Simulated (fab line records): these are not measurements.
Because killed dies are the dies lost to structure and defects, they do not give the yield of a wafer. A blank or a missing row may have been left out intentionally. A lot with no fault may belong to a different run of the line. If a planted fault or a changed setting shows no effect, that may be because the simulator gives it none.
Comparing a struck lot with a sound one || flow nand_harc || 24 steps out of a route of 1302
Sound: the wafers L524.2, L524.4, L524.6. Wafers struck: L529.3, L529.5, L529.6. At the end, the cause is stated.
Per side, at each step with rows, come the tool, then ch with its chambers, and then its first start. Under that, the readings that differ: sound wafers || struck wafers || difference of the means || sigmas: that difference in standard deviations of wafers without a fault.
alike: readings with means less than 2 such deviations apart, plus words and numbers identical on both sides. not compared: withheld readings, readings lacking a value on some wafer, bounds such as >300 that could conceal the same value, and numbers that have no deviation in the record and whose values overlap.
Wherever a step has rows on one side only, a row that says differs or no value, or a row with sigmas, the two part there. Non-overlapping numbers with no deviation appear without sigmas and do not part them. Lack of a reading on every wafer of one side parts them only where that side has two or more wafers.

NHARC_P_CONTACT_DEP_00: deposits SiO2, target thk 500 nm.
  sound on pecvd-03 ch 0,2; struck on pecvd-04 ch 0,1
  alike: heater_power_w, mfc_precursor_sccm, susceptor_temp_C, throttle_valve_pct
NHARC_P_CONTACT_CMP_01: polishes SiO2, target thk 200 nm.
  sound on cmp-02 ch 0,2,3, day 7 23:38; struck on cmp-02 ch 0,3, day 9 22:12
  alike: motor_current_A
then, 9 steps without rows for these wafers: NHARC_P_CONTACT_SRD_03; NHARC_P_CONTACT_DEHYDRATE_04 (time 120 s); NHARC_P_CONTACT_HMDS_05 (time 30 s); NHARC_P_CONTACT_COAT_33 (time 75 s); NHARC_P_CONTACT_COAT_34 (time 65 s); NHARC_P_CONTACT_COAT_06 (resist thk 90 nm); NHARC_P_CONTACT_SOFTBAKE_07 (time 55 s); NHARC_P_CONTACT_EBR_08; NHARC_P_CONTACT_EXPOSE_09 (exposes mask P CA, target cd 90 nm).
NHARC_P_CONTACT_PEB_10: peb time 65 s.
  sound on litho_track-04 ch 0, day 8 00:21; struck on litho_track-01 ch 0, day 9 22:49
{"reading": "heater_power_total_W (W)", "sound": "156.4 156.7 157.2", "struck": "149.8 150.6 149.9", "difference": -6.7, "sigmas": -15}
{"reading": "plate_temp_C (C)", "sound": "99.99 99.91 100.02", "struck": "96.89 96.82 97.08", "difference": -3.04, "sigmas": -25}
then, 1 step without rows for these wafers: NHARC_P_CONTACT_DEVELOP_11 (develop time 35 s).
NHARC_P_CONTACT_CD_MEAS_12: target cd 90 nm.
  sound on cd_sem-02 ch 0, day 8 00:26; struck on cd_sem-01 ch 0
{"reading": "cd_nm (nm)", "sound": "90.2 89.3 89.2", "struck": "78.0 77.2 78.2", "difference": -11.8, "sigmas": -23}
  not compared: hold
NHARC_P_CONTACT_OVL_MEAS_13:
  sound: overlay-02 at day 8 00:31; struck: overlay-02 at day 10 02:38
{"reading": "hold", "sound": "- - -", "struck": "await_dispo/3.5h/release await_dispo/3.5h/release await_dispo/3.5h/release", "difference": "no value on the sound wafers", "sigmas": ""}
  alike: overlay_x_nm, overlay_y_nm
NHARC_P_CONTACT_INSPECT_14:
  sound: defect_inspect-01 at day 8 00:34; struck: defect_inspect-01 at day 10 02:40
  alike: raw_defect_count
NHARC_P_CONTACT_DESCUM_17: chemistry O2, time 3 s.
  sound on rie_diel-10 ch 0,1,3, day 8 00:37; struck on rie_diel-03 ch 1,2,3, day 10 02:45
{"reading": "model.P_CONTACT.cd_nm (nm)", "sound": "90.21 89.27 88.77", "struck": "78.27 77.39 78.35", "difference": -11.41, "sigmas": ""}
  alike: drypump_motor_current_A, oes_product_au, rf_vpp_V, showerhead_plenum_p_Torr, throttle_valve_pct
  not compared: rf_hours_counter_h
NHARC_P_CONTACT_ETCH_35: etches the open film in CF4, target depth 39 nm, time 65 s.
  sound on rie_diel-10 ch 0,2,3, day 8 00:43; struck on rie_diel-03 ch 1,3, day 10 02:50
{"reading": "oes_product_au (a.u.)", "sound": "1.006 1.006 1.004", "struck": "0.987 0.992 0.986", "difference": -0.017, "sigmas": -2}
  alike: drypump_motor_current_A, rf_vpp_V, showerhead_plenum_p_Torr, throttle_valve_pct
  not compared: rf_hours_counter_h
NHARC_P_CONTACT_ETCH_36: etches the open film in N2/H2, target depth 260 nm, time 406.25 s.
  sound on rie_diel-10 ch 0,1,3; struck on rie_diel-03 ch 1,2,3
  alike: drypump_motor_current_A, n2_flow_sccm, oes_product_au, rf_vpp_V, showerhead_plenum_p_Torr, throttle_valve_pct
  not compared: rf_hours_counter_h
NHARC_P_CONTACT_ETCH_18: etches the open film in C4F8/O2/Ar, target depth 481 nm, time 240.5 s.
  sound on rie_diel-10 ch 2,3; struck on rie_diel-03 ch 2,3
{"reading": "oes_product_au (a.u.)", "sound": "0.969 0.985 0.991", "struck": "0.929 0.929 0.923", "difference": -0.055, "sigmas": -3}
  alike: rf_vpp_V
  not compared: rf_hours_counter_h
then, 1 step without rows for these wafers: NHARC_P_CONTACT_STRIP_37 (strips in C4F8/O2/Ar).
NHARC_P_CONTACT_ETCH_31: etches the open film in CH3F/O2, target depth 30 nm, time 85.7 s.
  sound on rie_diel-10 ch 0,3; struck on rie_diel-03 ch 1,2
{"reading": "oes_product_au (a.u.)", "sound": "0.983 0.978 0.990", "struck": "0.956 0.964 0.960", "difference": -0.024, "sigmas": -2}
{"reading": "model.P_CONTACT.cd_nm (nm)", "sound": "89.92 89.46 87.75", "struck": "77.7 78.64 78.41", "difference": -10.8, "sigmas": ""}
  alike: drypump_motor_current_A, rf_vpp_V, showerhead_plenum_p_Torr, throttle_valve_pct
  not compared: rf_hours_counter_h
NHARC_P_CONTACT_CD_MEAS_19:
  sound: cd_sem-03 at day 8 01:38; struck: cd_sem-03 at day 10 03:56
{"reading": "cd_nm (nm)", "sound": "90.0 89.4 87.9", "struck": "77.6 78.3 78.3", "difference": -11.0, "sigmas": -9}
  not compared: hold
-- break in the record here, with 20 days between the starts of the struck wafers on either side (left off in module P_CONTACT, picked up again in module END, where the first step shown is number 1302 on the route) --
NHARC_END_SORT_01:
  sound on prober-01 ch 0, day 25 20:37; struck on prober-01 ch 0, day 30 09:06
{"reading": "hold", "sound": "- - -", "struck": "await_dispo/7.5h/release await_dispo/7.5h/release await_dispo/7.5h/release", "difference": "no value on the sound wafers", "sigmas": ""}
{"reading": "killed_at_periphery", "sound": "0 3 3", "struck": "63 68 61", "difference": "+62", "sigmas": "+25"}
{"reading": "killed_dies", "sound": "58 55 55", "struck": "91 103 100", "difference": "+42", "sigmas": "+3"}
  alike: killed_at_array, killed_at_other, killed_open, killed_short

== WHERE THEY PART ==
At NHARC_P_CONTACT_PEB_10 first; at NHARC_END_SORT_01 last (within this record only).

WHY: the cause the simulator had injected
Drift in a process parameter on litho_track-01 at NHARC_P_CONTACT_PEB_10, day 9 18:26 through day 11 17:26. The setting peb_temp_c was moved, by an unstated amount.
